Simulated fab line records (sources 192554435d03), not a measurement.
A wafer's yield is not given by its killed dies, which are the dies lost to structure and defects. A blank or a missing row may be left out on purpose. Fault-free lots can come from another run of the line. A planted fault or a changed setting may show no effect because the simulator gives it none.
Comparing a struck lot with a sound one ; flow n5-finfet ; 37 out of 1938 route steps
Sound: these wafers, L979.1, L979.3, L979.4. Struck: wafers L972.2, L972.5. (L972.1 of the same lot was not struck and is left out.) The cause comes at the end.
Each step with rows lists, per side, the tool, then ch with its chambers, then its first start. Under that, the readings that differ: sound wafers ; struck wafers ; difference of the means ; sigmas: that difference in standard deviations of wafers without a fault.
alike: readings with means less than 2 such deviations apart, plus words and numbers identical on both sides. not compared: withheld readings, readings lacking a value on some wafer, bounds such as >300 that could conceal the same value, and numbers that have no deviation in the record and whose values overlap.
Wherever a step has rows on one side only, a row that says differs or no value, or a row with sigmas, the two part there. When numbers do not overlap yet have no deviation, they are printed without sigmas and do not part them. A reading missing from all wafers of one side parts the sides only when that side holds two or more wafers.

first, 10 steps without rows for these wafers: N5_HKMG_FIN_WET_ETCH_73 (etches the open film in SC1, time 42.3 s, target depth 1.3 nm, rinse time 30 s); N5_HKMG_FIN_ETCHBACK_68 (etches the open film in Cl2/Ar, stops on HfO2, target depth 0.5 nm); N5_HKMG_FIN_STRIP_69 (strips in N2/H2, time 360 s); N5_HKMG_FIN_ALD_21 (deposits TiN, target thk 1.5 nm, pulse time 1 s, purge time 3 s); N5_HKMG_FIN_ALD_72 (deposits W, target thk 2 nm, pulse time 1 s, purge time 2 s); N5_HKMG_FIN_W_FILL_22 (material W, target thk 60 nm, time 18.2 s); N5_HKMG_FIN_PRECLEAN_83 (cleans in DIW, time 57.5 s); N5_HKMG_FIN_SRD_84 (dry time 32 s); N5_HKMG_FIN_CMP_23 (polishes, stops on SiNx, t overpolish 10 s, target thk 46.326 nm); N5_HKMG_FIN_CMP_94 (polishes, stops on SiNx, t overpolish 4.7 s, target thk 43.299 nm).
N5_GATE_CUT_ETCHBACK_00: etches W in SF6/Cl2.
  sound on rie-metal-01 ch 0,1, day 8 19:44; struck on rie-metal-02 ch 0, day 7 02:31
reading;sound;struck;difference;sigmas
drypump-motor-current-A (A);5.6 5.5 5.9;6.6 6.6;+0.9;+2
  alike: chamber-pressure-mTorr, oes-product-au, throttle-valve-pct
  not compared: rf-hours-counter-h
then, 25 steps without rows for these wafers: N5_GATE_CUT_ETCH_56 (etches TiN in Cl2/Ar, target depth 21.6 nm); N5_GATE_CUT_ETCHBACK_30 (etches TiN in Cl2/Ar, target depth 3 nm); N5_GATE_CUT_VAPOR_ETCH_60 (etches HfO2 in BCl3/Cl2); N5_GATE_CUT_ETCH_58 (etches SiNx in CH3F/O2, target depth 17 nm, time 128.6 s); N5_GATE_CUT_STRIP_59 (strips in N2/H2, time 20 s); N5_GATE_CUT_PRECLEAN_31 (cleans in DIW, time 300 s); N5_GATE_CUT_SRD_32 (time 30 s); N5_GATE_CUT_SAC_CAP_01 (material SiNx, target thk 24 nm, pulse time 1 s, ald cycles 480); N5_GATE_CUT_PECVD_57 (deposits SiNx from SiH4/NH3/N2, target thk 21 nm); N5_GATE_CUT_CMP_02 (polishes, stops on SiO2, t overpolish 12.7 s, target thk 0 nm); N5_GATE_CUT_HM_DEP_46 (deposits SiO2 from TEOS/O2, target thk 130 nm, time 26.6 s); N5_GATE_CUT_COAT_34 (time 60 s, resist thk 60 nm); N5_GATE_CUT_COAT_35 (time 60 s, resist thk 10 nm); N5_GATE_CUT_COAT_27 (time 60 s, resist thk 10 nm); N5_GATE_CUT_COAT_07 (resist thk 30 nm); N5_GATE_CUT_EBR_09; N5_GATE_CUT_SOFTBAKE_08 (time 60 s); N5_GATE_CUT_EXPOSE_10 (exposes mask GATE CUT, target cd 20 nm); N5_GATE_CUT_PEB_11 (peb time 60 s); N5_GATE_CUT_DEVELOP_12 (develop time 30 s); N5_GATE_CUT_DESCUM_18 (chemistry O2, time 7 s); N5_GATE_CUT_ETCH_28 (etches underlayer in N2/H2, target depth 13 nm, time 10.4 s); N5_GATE_CUT_ETCH_36 (etches SiARC in CF4, target depth 13 nm, time 21.7 s); N5_GATE_CUT_ETCH_37 (etches SOC in N2/H2, target depth 60 nm, overetch 12 nm, time 90 s); N5_GATE_CUT_STRIP_38 (strips in N2/H2).
-- here the record skips 8 days between the struck wafers' starts before and after, leaving off in module GATE_CUT and picking up in module PASSIVATION (first step shown: number 1936 of the route) --
N5_PASSIVATION_PROBE_49:
  record: rows for the struck wafers here (prober-02, day 15 07:20), none for the sound ones

## WHERE THEY PART
At N5_GATE_CUT_ETCHBACK_00 first; at N5_PASSIVATION_PROBE_49 last (within this record only).

WHY: whatever the simulator had introduced
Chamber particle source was rie-metal-02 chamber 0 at N5_GATE_CUT_ETCHBACK_00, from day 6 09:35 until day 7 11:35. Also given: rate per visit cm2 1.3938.
